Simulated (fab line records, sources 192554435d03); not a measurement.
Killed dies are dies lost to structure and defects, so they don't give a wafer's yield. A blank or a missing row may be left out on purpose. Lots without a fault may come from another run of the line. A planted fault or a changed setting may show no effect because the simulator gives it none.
Chamber matching | flow n5_finfet | N5_BEOL_M11_CURE_71 on uv_cure-01: 3 sister chambers
The step cures SiCOH lowk, time 240 s. 3 wafers are shown with their chamber, then 8 later ones without.

WAFERS WITH THEIR CHAMBER
wafer  | chamber | wafer_temp_C_max
L082.4 | 0       | 387.1
L085.6 | 1       | 388.7
L088.2 | 2       | 388.3

WAFERS WITHOUT THEIR CHAMBER
wafer  | wafer_temp_C_max
L088.3 | 387.4
L088.5 | 388.9
L091.2 | 387.7
L091.5 | 387.6
L091.6 | 387.6
L094.2 | 387.2
L094.5 | 388.5
L094.6 | 387.0

WHICH CHAMBER EACH WENT THROUGH
wafer  | from the rows above          | in truth
L088.3 | can't be placed: 0 or 2      | 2
L088.5 | can't be placed: 1 or 2      | 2
L091.2 | can't be placed: 0 or 2 or 1 | 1
L091.5 | can't be placed: 0 or 2 or 1 | 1
L091.6 | can't be placed: 0 or 2 or 1 | 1
L094.2 | 0                            | 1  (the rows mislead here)
L094.5 | can't be placed: 1 or 2      | 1
L094.6 | 0                            | 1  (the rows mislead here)
Placed correctly: 0 of 8. Can't be placed from these rows: 6 (the true chamber is among the candidates in 6). Placed wrongly: 2.
How it was worked out, from the rows above alone: a wafer's distance from a chamber is the root of the sum, over the readings, of the square of ((its reading less the chamber's mean) divided by the reading's scatter). The wafer belongs to the nearest chamber; if the next one is less than 2 further off, it can't be placed. A chamber's mean is the mean of its shown wafers. The scatter: with one shown wafer a chamber, the root of the mean of the squares of how far each hidden wafer lies from its nearest shown one.
